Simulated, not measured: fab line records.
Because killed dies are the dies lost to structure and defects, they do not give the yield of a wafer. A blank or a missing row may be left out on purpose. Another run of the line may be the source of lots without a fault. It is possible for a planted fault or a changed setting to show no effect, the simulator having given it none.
fab line records    flow nand-harc
record lots=13  wafers=37  last-day=24
route steps=1159 shown A_CHANNEL_HOLE_D1@463
lots with no fault: from the same line, run without faults
start-h: start of the lot's first displayed wafer, in hours after the record's first day    wait-h: how many hours have passed since the lot's step before this one    " as in the row above    L1.1+2: a row that stands for several wafers    - value missing, or start not given    * or withheld: withheld    < > ~ a bound
route shown NAME@n: names a module that has steps shown in the file, with the first one's number in the route    usual: the fault-free wafers' mean and standard deviation    same: alike in all rows    chamber/n: place in a boat    sites: per-site readings    _std_site: how widely they spread, as a standard deviation    _edge_site: inner sites' mean taken away from outer sites' mean    radius-mm: how far each site lies from the wafer's centre    mask NAME#n: copy n    behind: the most recent tool/chamber to have shaped the wafer    hold: reason for holding the lot/hours on hold/outcome of the hold    device: the n, p or np transistor that did not switch    end of line: tests run on the same wafers once the route is complete    a step given without rows: its recipe and nothing more    killed: the dies lost at the first sort to structure and to defects; this is not the yield of the wafer    map: shows each die of a wafer: x if killed, . if not, _ if none is there
set.NAME: the setting as run; set.NAME@STEP: as run at that earlier step    model.NAME: the simulator's own value behind a step, which no gauge read
route steps across a sampled set of lots; one table per step, one row per wafer
services: when a tool's chamber went out of use (start-h, in hours from the record's first day, below 0 if earlier), for how many hours, and the reason
## steps
# step NHARC_A_CHANNEL_HOLE_D1_OVL_MEAS_11
# usual overlay-x-nm=0.0/0.8  overlay-y-nm=0.1/0.75
lot.wafer  tool        chamber  start-h  wait-h  overlay-x-nm  overlay-y-nm
L104.2     overlay-01  -        183.73   -       -0.6          0.3
L104.4     "           -        "        "       -1.2          -0.4
L104.6     "           -        "        "       -0.7          -0.4
L106.2     overlay-01  -        188.25   -       0.8           -0.3
L106.3     "           -        "        "       0.9           -0.4
L106.6     "           -        "        "       1.1           -0.4
L109.3     overlay-01  -        200.19   -       1.0           0.4
L109.4     "           -        "        "       1.7           0.0
L109.5     "           -        "        "       1.2           0.4
L110.2     overlay-02  -        200.36   -       0.5           0.3
L110.5     "           -        "        "       0.1           0.4
L110.6     "           -        "        "       0.3           0.3
L111.2     overlay-01  -        212.34   -       1.0           0.3
L111.4     "           -        "        "       0.9           0.1
L111.6     "           -        "        "       0.0           0.7
L113.1     overlay-01  -        234.73   -       -0.7          0.8
L113.2     "           -        "        "       -0.7          0.8
L113.3     "           -        "        "       -1.1          -0.1
L115.2     overlay-01  -        237.58   -       -0.3          -0.1
L115.4     "           -        "        "       -1.0          0.3
L117.1     overlay-02  -        251.13   -       0.4           -1.9
L117.2     "           -        "        "       -0.4          -1.5
L121.2     overlay-02  -        278.62   -       -0.9          -0.1
L121.3     "           -        "        "       -1.0          -0.1
L121.6     "           -        "        "       -0.8          0.1
L122.2     overlay-01  -        280.41   -       0.1           0.5
L122.3     "           -        "        "       -0.8          0.5
L122.6     "           -        "        "       0.0           0.5
L124.3     overlay-02  -        290.96   -       -0.2          -0.3
L124.4     "           -        "        "       -0.5          -0.3
L124.5     "           -        "        "       -0.3          0.5
L126.3     overlay-02  -        305.95   -       -0.2          1.3
L126.5     "           -        "        "       -0.6          1.2
L126.6     "           -        "        "       0.4           0.9
L127.2     overlay-01  -        319.26   -       0.6           0.5
L127.5     "           -        "        "       1.2           0.4
L127.6     "           -        "        "       0.1           0.4
# step NHARC_A_CHANNEL_HOLE_D1_ETCH_38
# recipe target-depth-a=390  over-etch-frac=0.3  time-s=65  ion-energy-ev=80  cf4-flow-sccm=150  ar-flow-sccm=0  rf-w=300  bias-w=100  chemistry=CF4
# usual cf4-flow-sccm=150.0/0.47  drypump-motor-current-A=6.0/0.38  oes-product-au=1.002/0.0088  rf-fwd-power-W=297.3/1.1  rf-vpp-V=151.3/1  showerhead-plenum-p-Torr=1.77/0.052  throttle-valve-pct=13.284/0.0087
lot.wafer  tool         chamber  start-h  wait-h  cf4-flow-sccm  drypump-motor-current-A  oes-product-au  rf-fwd-power-W  rf-hours-counter-h  rf-vpp-V  showerhead-plenum-p-Torr  throttle-valve-pct
L104.2     rie-diel-01  3        183.92   0.1     150.4          5.9                      1.002           296.4           2.2                 150.6     1.75                      13.263
L104.4     "            0        "        "       150.1          6.7                      1.004           298.3           2.2                 151.5     1.81                      13.291
L104.6     "            1        "        "       149.8          6.2                      1.012           298.0           -                   151.4     1.74                      13.294
L106.3     rie-diel-01  2        188.44   0.1     150.2          6.2                      1.004           298.0           1.6                 151.6     1.71                      13.287
L106.2     "            1        "        "       150.8          6.2                      1.008           297.4           3.4                 151.6     1.74                      13.287
L106.6     "            3        "        "       150.0          5.9                      0.993           297.1           -                   149.9     1.75                      13.290
L109.3     rie-diel-10  1        200.38   0.1     149.7          5.4                      1.007           296.6           1.2                 152.7     1.87                      13.283
L109.4     "            3        "        "       150.3          5.9                      1.015           298.0           1.2                 152.3     1.80                      13.275
L109.5     "            1        "        "       149.4          5.4                      1.006           296.3           -                   153.6     1.87                      13.274
L110.2     rie-diel-01  1        200.55   0.1     150.4          6.2                      0.996           297.6           4.9                 150.4     1.74                      13.268
L110.5     "            1        "        "       150.3          6.2                      1.003           296.7           -                   151.7     1.74                      13.278
L110.6     "            2        "        "       150.7          6.2                      0.991           297.6           -                   152.0     1.71                      13.275
L111.4     rie-diel-01  2        212.54   0.1     149.6          6.2                      0.996           297.5           3.6                 148.8     1.71                      13.281
L111.2     "            3        "        "       149.9          5.9                      0.996           298.7           5.5                 151.2     1.75                      13.288
L111.6     "            1        "        "       150.0          6.2                      0.993           298.6           -                   150.2     1.74                      13.301
L113.3     rie-diel-10  1        234.92   0.1     150.6          5.4                      0.999           295.8           3.7                 152.0     1.87                      13.283
L113.1     "            2        "        "       149.5          5.8                      1.011           297.9           3.8                 150.4     1.71                      13.271
L113.2     "            3        "        "       150.4          5.9                      0.864           297.0           3.8                 150.5     1.80                      13.279
L115.4     rie-diel-10  2        237.77   0.1     149.6          5.8                      0.873           298.4           4.5                 151.4     1.71                      13.289
L115.2     "            3        "        "       150.5          5.9                      0.864           297.5           4.2                 151.0     1.80                      13.292
L117.2     rie-diel-10  0        251.32   0.1     149.9          6.1                      0.862           296.1           5.0                 151.7     1.81                      13.275
L117.1     "            2        "        "       149.5          5.8                      1.010           297.9           5.7                 150.5     1.71                      13.287
L121.3     rie-diel-01  1        278.81   0.1     149.6          6.2                      1.003           297.6           8.7                 150.3     1.74                      13.282
L121.2     "            2        "        "       150.4          6.2                      0.994           297.8           6.6                 150.9     1.71                      13.290
L121.6     "            1        "        "       150.5          6.2                      1.000           299.6           -                   150.8     1.74                      13.273
L122.3     rie-diel-01  2        280.59   0.1     149.1          6.2                      0.985           297.9           7.2                 150.1     1.71                      13.284
L122.2     "            3        "        "       149.8          5.9                      0.989           297.5           9.2                 150.4     1.75                      13.301
L122.6     "            3        "        "       150.7          5.9                      0.984           297.7           -                   150.0     1.75                      13.282
L124.3     rie-diel-01  0        291.15   0.1     149.9          6.7                      1.006           298.6           10.2                151.7     1.81                      13.282
L124.4     "            2        "        "       149.4          6.1                      1.012           297.1           7.9                 150.1     1.71                      13.270
L124.5     "            0        "        "       150.4          6.7                      1.004           298.7           -                   153.1     1.81                      13.274
L126.3     rie-diel-01  0        306.15   0.1     149.9          6.7                      1.009           298.3           11.1                151.6     1.81                      13.302
L126.5     "            1        "        "       150.1          6.2                      1.003           297.9           -                   152.2     1.74                      13.287
L126.6     "            2        "        "       150.5          6.2                      1.010           296.5           -                   151.3     1.70                      13.287
L127.2     rie-diel-10  0        319.45   0.1     151.5          6.1                      0.997           296.1           9.1                 152.2     1.81                      13.296
L127.6     "            3        "        "       150.1          5.9                      0.997           298.4           -                   152.1     1.79                      13.280
L127.5     "            0        "        "       150.6          6.1                      0.996           296.9           -                   152.1     1.81                      13.272
# step NHARC_A_CHANNEL_HOLE_D1_CD_MEAS_18
# usual cd-nm=98.5/1.8
lot.wafer  tool       chamber  start-h  wait-h  cd-nm
L104.2     cd-sem-02  -        185.25   -       97.9
L104.4     "          -        "        "       98.0
L104.6     "          -        "        "       96.6
L106.2     cd-sem-01  -        189.46   -       99.9
L106.3     "          -        "        "       96.7
L106.6     "          -        "        "       98.8
L109.3     cd-sem-03  -        201.40   -       96.8
L109.4     "          -        "        "       95.2
L109.5     "          -        "        "       98.2
L110.2     cd-sem-01  -        201.61   -       97.6
L110.5     "          -        "        "       98.6
L110.6     "          -        "        "       100.9
L111.2     cd-sem-02  -        213.55   -       98.2
L111.4     "          -        "        "       96.3
L111.6     "          -        "        "       100.3
L113.1     cd-sem-02  -        235.93   -       96.9
L113.2     "          -        "        "       98.7
L113.3     "          -        "        "       97.8
L115.2     cd-sem-02  -        238.79   -       97.6
L115.4     "          -        "        "       96.7
L117.1     cd-sem-01  -        252.33   -       99.5
L117.2     "          -        "        "       96.0
L121.2     cd-sem-02  -        279.83   -       98.8
L121.3     "          -        "        "       101.2
L121.6     "          -        "        "       99.4
L122.2     cd-sem-03  -        281.61   -       95.9
L122.3     "          -        "        "       98.5
L122.6     "          -        "        "       97.4
L124.3     cd-sem-03  -        292.17   -       99.0
L124.4     "          -        "        "       97.8
L124.5     "          -        "        "       98.4
L126.3     cd-sem-01  -        307.16   -       99.3
L126.5     "          -        "        "       96.1
L126.6     "          -        "        "       97.9
L127.2     cd-sem-02  -        320.63   -       101.7
L127.5     "          -        "        "       100.1
L127.6     "          -        "        "       100.6
# step NHARC_A_CHANNEL_HOLE_D1_ETCH_20
# recipe bias-v=3000  source-w=withheld  pressure-mtorr=20  time-s=361.9  ar-flow-sccm=375  c4f8-flow-sccm=89.3  o2-flow-sccm=35.7  temp-c=-20  target-depth-a=16000  chemistry=C4F8/O2/Ar
# usual drypump-motor-current-A=5.7/0.41  showerhead-plenum-p-Torr=3.75/0.088  throttle-valve-pct=32.155/0.0094
lot.wafer  tool         chamber  start-h  wait-h  drypump-motor-current-A  rf-hours-counter-h  showerhead-plenum-p-Torr  throttle-valve-pct
L104.2     har-etch-02  0        185.50   0.1     5.9                      106                 3.76                      32.146
L104.4     "            0        "        "       5.9                      -                   3.77                      32.168
L104.6     "            1        "        "       6.1                      -                   3.87                      32.151
L106.2     har-etch-02  0        189.70   0.1     5.9                      110                 3.76                      32.163
L106.3     "            1        "        "       6.1                      -                   3.87                      32.159
L106.6     "            1        "        "       6.1                      -                   3.87                      32.175
L109.4     har-etch-01  0        201.90   0.2     5.6                      -                   3.61                      32.136
L109.3     "            1        "        "       5.0                      -                   3.74                      32.158
L109.5     "            1        "        "       5.0                      -                   3.74                      32.152
L110.2     har-etch-02  0        202.63   0.1     5.9                      118                 3.76                      32.155
L110.5     "            1        "        "       6.1                      -                   3.87                      32.166
L110.6     "            0        "        "       5.9                      -                   3.76                      32.174
L111.2     har-etch-02  1        213.74   0.1     6.1                      122                 3.86                      32.149
L111.4     "            1        "        "       6.1                      -                   3.86                      32.160
L111.6     "            0        "        "       5.9                      -                   3.76                      32.150
L113.2     har-etch-01  0        236.12   0.1     5.6                      211                 3.61                      32.158
L113.1     "            1        "        "       5.0                      211                 3.73                      32.159
L113.3     "            1        "        "       5.0                      -                   3.73                      32.155
L115.2     har-etch-02  0        239.03   0.1     5.9                      131                 3.75                      32.159
L115.4     "            0        "        "       5.9                      -                   3.75                      32.151
L117.2     har-etch-01  0        252.52   0.1     5.7                      220                 3.60                      32.151
L117.1     "            1        "        "       5.0                      220                 3.73                      32.155
L121.2     har-etch-02  1        280.06   0.1     6.1                      150                 3.85                      32.139
L121.3     "            1        "        "       6.1                      -                   3.85                      32.156
L121.6     "            0        "        "       5.9                      -                   3.74                      32.161
L122.2     har-etch-01  1        281.84   0.1     5.0                      232                 3.72                      32.152
L122.3     "            0        "        "       5.7                      -                   3.60                      32.136
L122.6     "            1        "        "       5.0                      -                   3.72                      32.133
L124.3     har-etch-01  1        292.46   0.2     5.0                      -                   3.71                      32.152
L124.4     "            0        "        "       5.6                      -                   3.59                      32.152
L124.5     "            1        "        "       5.0                      -                   3.71                      32.168
L126.3     har-etch-02  1        307.45   0.2     6.2                      -                   3.84                      32.164
L126.5     "            1        "        "       6.1                      -                   3.84                      32.139
L126.6     "            0        "        "       5.9                      -                   3.73                      32.166
L127.2     har-etch-02  1        320.87   0.1     6.1                      170                 3.84                      32.168
L127.6     "            0        "        "       5.9                      -                   3.73                      32.148
L127.5     "            1        "        "       6.1                      -                   3.84                      32.148
## services
tool         chamber  start-h  hours  kind
rie-diel-01  0        171.30   -      clean
rie-diel-01  1        171.30   -      clean
rie-diel-01  2        171.30   -      clean
rie-diel-01  3        171.30   -      clean
rie-diel-01  -        171.93   0.1    repair
rie-diel-10  2        174.22   6.4    repair
rie-diel-10  -        176.50   9.0    pm
rie-diel-01  0        186.16   2.2    repair
rie-diel-01  0        195.80   -      clean
rie-diel-01  1        195.80   -      clean
rie-diel-01  2        195.80   -      clean
rie-diel-01  3        195.80   -      clean
rie-diel-01  0        220.30   -      clean
rie-diel-01  1        220.30   -      clean
rie-diel-01  2        220.30   -      clean
rie-diel-01  3        220.30   -      clean
rie-diel-01  0        244.80   -      clean
rie-diel-01  1        244.80   -      clean
rie-diel-01  2        244.80   -      clean
rie-diel-01  3        244.80   -      clean
rie-diel-01  0        269.44   -      clean
rie-diel-01  1        269.44   -      clean
har-etch-01  -        306.53   17.0   pm
rie-diel-01  -        314.80   9.0    pm
## key
first-sign step=NHARC_A_CHANNEL_HOLE_D1_ETCH_38  reading=oes-product-au  direction=down  sigmas=15  usual=1.002  struck=0.866
effect none on later readings
met-at NHARC_A_CHANNEL_HOLE_D1_ETCH_38
struck-lots L113,L115,L117
struck-wafers L113.2,L115.2,L115.4,L117.2
tester-left-out L113,L115,L117
not-acting-at NHARC_A_CHANNEL_HOLE_D1_OVL_MEAS_11,NHARC_A_CHANNEL_HOLE_D1_CD_MEAS_18,NHARC_A_CHANNEL_HOLE_D1_ETCH_20
onset-between 200.38 234.92
fault kind=process-parameter-drift  tool=rie-diel-10  chamber=-  onset-h=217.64  steps=NHARC_A_CHANNEL_HOLE_D1_ETCH_38  channel=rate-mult  offset=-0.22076  shape=step  end-h=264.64  scope=struck-wafers-only
# tester-left-out: of these lots the tester's yield and bins aren't shown, on N5 and GAA mostly nor the transistor test; their killed dies are dies lost to structure and defects alone, not to doping, threshold or leakage, so they don't give the yield
